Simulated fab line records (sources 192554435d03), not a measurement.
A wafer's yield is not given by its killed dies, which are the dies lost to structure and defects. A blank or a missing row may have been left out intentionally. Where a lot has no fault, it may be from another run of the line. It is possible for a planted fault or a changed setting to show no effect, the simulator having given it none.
Which tool was responsible? | flow n5 finfet | Sampling: 11 lots, 33 wafers, 5 of 1938 route steps

== WHAT EACH GAUGE READ, for each wafer ==
N5_BEOL_M3_CD_MEAS_35: target cd 18 nm, target cd y 21 nm. Usual: cd nm at 18.0 nm, with a standard deviation of 0.33.
lot  | measured     | on        | cd nm (nm)     | flag
L833 | day 7 04:52  | cd sem-01 | 17.8 17.8 17.8 |
L835 | day 7 22:36  | cd sem-01 | 17.5 17.9 17.7 |
L837 | day 8 19:18  | cd sem-01 | 18.1 18.0 18.1 |
L836 | day 9 07:58  | cd sem-01 | 17.7 18.5 17.3 |
L842 | day 9 23:25  | cd sem-01 | 18.1 18.1 17.6 |
L846 | day 10 18:30 | cd sem-02 | 17.9 18.1 17.4 |
L845 | day 10 22:59 | cd sem-01 | 18.5 17.9 17.7 |
L850 | day 12 07:46 | cd sem-01 | 17.9 17.8 17.6 |
L851 | day 12 11:33 | cd sem-02 | 18.5 18.4 18.1 |
L855 | day 12 22:04 | cd sem-03 | 18.4 18.1 18.3 |
L856 | day 13 15:41 | cd sem-01 | 18.1 18.2 17.8 |

N5_BEOL_M4_RC_MEAS_101. Usual: DIBL_N 36.3 mV/V, standard deviation 1.2; DIBL_P 36.3 mV/V, standard deviation 1.4; IOFF_N 0.157 nA/um, standard deviation 0.02; IOFF_P 0.22 nA/um, standard deviation 0.033; ION_N 675 uA/um, standard deviation 9.6; ION_P 465 uA/um, standard deviation 8.2; SS_N 71.4 mV/dec, standard deviation 0.45; SS_P 73.3 mV/dec, standard deviation 0.54; VT_N 249.8 mV, standard deviation 2.5; VT_P -249 mV, standard deviation 3.2.
lot  | measured     | on        | DIBL_N (mV/V)  | DIBL_P (mV/V)  | IOFF_N (nA/um)    | IOFF_P (nA/um) | ION_N (uA/um) | ION_P (uA/um) | SS_N (mV/dec)  | SS_P (mV/dec)  | VT_N (mV)         | VT_P (mV)      | flag
L833 | day 8 02:21  | prober-01 | 37.2 36.6 35.3 | 38.5 37.3 36.4 | 0.169 0.150 0.137 | 0.23 0.21 0.20 | 681 676 661   | 466 467 457   | 71.4 71.6 71.5 | 72.8 72.7 73.0 | 246.2 249.8 251.9 | -249 -251 -252 |
L835 | day 8 19:53  | prober-01 | 34.6 35.1 35.3 | 34.8 34.9 35.1 | 0.128 0.132 0.137 | 0.16 0.17 0.17 | 665 662 668   | 455 453 455   | 71.2 71.7 71.2 | 72.0 72.3 71.9 | 251.3 251.7 253.9 | -256 -253 -254 |
L837 | day 9 17:05  | prober-01 | 36.7 36.6 36.4 | 36.7 36.2 36.4 | 0.185 0.163 0.179 | 0.25 0.23 0.25 | 695 679 695   | 475 466 477   | 72.2 71.9 71.0 | 73.9 72.6 72.6 | 247.5 250.2 246.5 | -249 -249 -246 |
L836 | day 9 23:38  | prober-01 | 36.5 37.5 36.6 | 35.2 37.4 34.6 | 0.145 0.176 0.138 | 0.20 0.24 0.19 | 677 690 674   | 465 477 460   | 71.7 71.7 71.2 | 73.1 73.4 73.4 | 253.5 246.0 252.7 | -251 -247 -251 |
L842 | day 10 16:16 | prober-01 | 34.2 34.5 35.3 | 35.7 36.1 37.5 | 0.151 0.159 0.177 | 0.23 0.23 0.26 | 686 670 692   | 468 470 475   | 71.2 71.8 71.6 | 72.6 72.4 72.8 | 248.1 245.6 247.1 | -247 -248 -246 |
L846 | day 11 12:14 | prober-01 | 34.5 34.2 33.8 | 34.8 34.3 34.0 | 0.155 0.146 0.141 | 0.19 0.18 0.17 | 679 681 670   | 468 459 459   | 71.6 70.7 71.5 | 73.8 72.8 72.9 | 249.4 247.7 248.8 | -252 -255 -256 |
L845 | day 12 05:26 | prober-01 | 37.2 35.8 36.2 | 37.3 36.4 36.6 | 0.182 0.173 0.173 | 0.25 0.24 0.23 | 680 680 677   | 475 472 465   | 71.3 71.3 71.1 | 73.5 73.9 72.8 | 248.5 249.2 247.7 | -246 -245 -246 |
L850 | day 13 11:38 | prober-02 | 35.0 35.3 34.5 | 35.0 35.0 33.3 | 0.143 0.149 0.137 | 0.25 0.23 0.21 | 674 677 687   | 464 472 473   | 72.2 71.7 71.4 | 73.6 73.6 73.2 | 251.8 252.1 250.9 | -248 -247 -248 |
L851 | day 13 11:45 | prober-01 | 35.0 35.9 35.8 | 33.2 34.8 34.6 | 0.123 0.141 0.130 | 0.15 0.17 0.17 | 654 665 650   | 443 450 442   | 70.7 71.5 71.2 | 73.8 73.9 73.9 | 256.3 254.5 257.1 | -256 -258 -256 |
L855 | day 13 19:12 | prober-01 | 35.7 37.4 36.5 | 36.1 37.9 36.6 | 0.147 0.182 0.170 | 0.25 0.28 0.26 | 673 675 667   | 469 473 464   | 71.2 71.5 71.8 | 73.3 74.0 73.9 | 249.2 246.1 247.4 | -246 -245 -246 |
L856 | day 14 19:49 | prober-02 | 38.2 34.8 39.5 | 39.2 34.9 40.7 | 0.187 0.119 0.208 | 0.29 0.20 0.34 | 688 665 685   | 471 470 478   | 71.6 70.4 71.7 | 74.1 72.6 74.1 | 249.0 251.8 247.2 | -242 -248 -243 |

== WHAT TOOL EACH LOT RAN ON (gives the tool, then ch and the chambers of the sampled wafers, and finally the start) ==
lot  | N5_BEOL_M3_CVD_47                | N5_BEOL_M3_SPUTTER_48        | N5_BEOL_M3_ANNEAL_80
L833 | cvd co-02 ch 1,2, day 7 05:22    | pvd sputter-02, day 7 05:41  | pvd sputter-02, day 7 05:59
L835 | cvd co-02 ch 0,2, day 7 23:13    | pvd sputter-02, day 7 23:23  | pvd sputter-02, day 7 23:41
L837 | cvd co-02 ch 0,1,2, day 8 22:32  | pvd sputter-01, day 8 22:43  | pvd sputter-01, day 8 23:01
L836 | cvd co-01 ch 0,2, day 9 08:40    | pvd sputter-02, day 9 09:59  | pvd sputter-02, day 9 10:17
L842 | cvd co-01 ch 0,1,2, day 10 02:30 | pvd sputter-02, day 10 02:43 | pvd sputter-02, day 10 03:01
L846 | cvd co-02 ch 0,2, day 10 20:43   | pvd sputter-01, day 10 21:04 | pvd sputter-01, day 10 21:22
L845 | cvd co-02 ch 1,2, day 11 00:00   | pvd sputter-03, day 11 01:45 | pvd sputter-03, day 11 02:03
L850 | cvd co-01 ch 0,2, day 12 08:46   | pvd sputter-03, day 12 08:56 | pvd sputter-03, day 12 09:14
L851 | cvd co-01 ch 0,2, day 12 12:29   | pvd sputter-02, day 12 12:40 | pvd sputter-02, day 12 12:58
L855 | cvd co-01 ch 1,2, day 13 00:56   | pvd sputter-03, day 13 01:07 | pvd sputter-03, day 13 01:25
L856 | cvd co-01 ch 0,2, day 13 16:42   | pvd sputter-02, day 13 16:56 | pvd sputter-02, day 13 17:14
- N5_BEOL_M3_CVD_47: deposits Co from CCTBA/H2, target thk 3 nm, time 223.8 s.
- N5_BEOL_M3_SPUTTER_48: material Cu, target thk 4.5 nm, time 8.29 s.
- N5_BEOL_M3_ANNEAL_80: time 240 s.

== WHAT THE TOOLS THEMSELVES READ (means of the sampled wafers that have a number; where no wafer has one, the mark that the record gives instead) ==
N5_BEOL_M3_CVD_47. Usual: run length s at 246.4 s, with a standard deviation of 0.45.
lot  | tool      | run length s (s) | flag
L833 | cvd co-02 | 246.1            |
L835 | cvd co-02 | 245.8            |
L837 | cvd co-02 | 246.3            |
L836 | cvd co-01 | 246.3            |
L842 | cvd co-01 | 246.5            |
L846 | cvd co-02 | 332.5            | OFF
L845 | cvd co-02 | 289.3            | OFF
L850 | cvd co-01 | 246.3            |
L851 | cvd co-01 | 246.3            |
L855 | cvd co-01 | 246.7            |
L856 | cvd co-01 | 246.4            |

N5_BEOL_M3_SPUTTER_48. Usual: chamber pressure pa 0.07 Pa, standard deviation 0.00015; throttle valve pct 29.5 %, standard deviation 0.78.
lot  | tool           | chamber pressure pa (Pa) | throttle valve pct (%) | flag
L833 | pvd sputter-02 | 0.07                     | 28.5                   |
L835 | pvd sputter-02 | 0.07                     | 29.6                   |
L837 | pvd sputter-01 | 0.07                     | 29.8                   |
L836 | pvd sputter-02 | 0.07                     | 29.9                   |
L842 | pvd sputter-02 | 0.07                     | 29.4                   |
L846 | pvd sputter-01 | 0.07                     | 30.5                   |
L845 | pvd sputter-03 | 0.07                     | 29.4                   |
L850 | pvd sputter-03 | 0.07                     | 29.4                   |
L851 | pvd sputter-02 | 0.07                     | 28.4                   |
L855 | pvd sputter-03 | 0.07                     | 28.9                   |
L856 | pvd sputter-02 | 0.07                     | 29.2                   |

N5_BEOL_M3_ANNEAL_80. Usual: heater power w at 788 W, with a standard deviation of 67.
lot  | tool           | heater power w (W) | flag
L833 | pvd sputter-02 | 829                |
L835 | pvd sputter-02 | 786                |
L837 | pvd sputter-01 | 658                |
L836 | pvd sputter-02 | 783                |
L842 | pvd sputter-02 | 859                |
L846 | pvd sputter-01 | 746                |
L845 | pvd sputter-03 | 774                |
L850 | pvd sputter-03 | 778                |
L851 | pvd sputter-02 | 857                |
L855 | pvd sputter-03 | 835                |
L856 | pvd sputter-02 | 824                |

== THE ANSWER, worked out from the rows above alone ==
Rule: a lot is off if the mean of its wafers that have a number lies more than 3 standard deviations from the usual mean. A lot without any number at a reading at which 4 lots or more have one is off too. Where the step has rows for the other lots, those lots are counted as sound. The gauges are gone through in route order, then the tools' own readings, and for those a lot's mean is taken as printed above. The first step at which some lot is off is used, and at that step the reading that is off furthest; a lot without a number counts as furthest.
Off at N5_BEOL_M3_CVD_47 (run length s): L846, L845.
A tool fits if, at that step or a process step before it, it ran every lot that is off, and no sound lot after the first of them. One fits: N5_BEOL_M3_CVD_47 on cvd co-02. Its last sound lot is L837 (day 8 22:32), its first lot that is off L846 (day 10 20:43): a fault that began between those two fits.
On the lots that are off, the tool's own readings at N5_BEOL_M3_CVD_47 differ by more than 5 times the standard deviation of the sound lots' means, which bears it out; run length s reads 310.9 s there versus 246.3 s on the sound lots.

== WHAT HAD BEEN PUT IN BY THE SIMULATOR ==
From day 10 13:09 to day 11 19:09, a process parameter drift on cvd co-02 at N5_BEOL_M3_CVD_47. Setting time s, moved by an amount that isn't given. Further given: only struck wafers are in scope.
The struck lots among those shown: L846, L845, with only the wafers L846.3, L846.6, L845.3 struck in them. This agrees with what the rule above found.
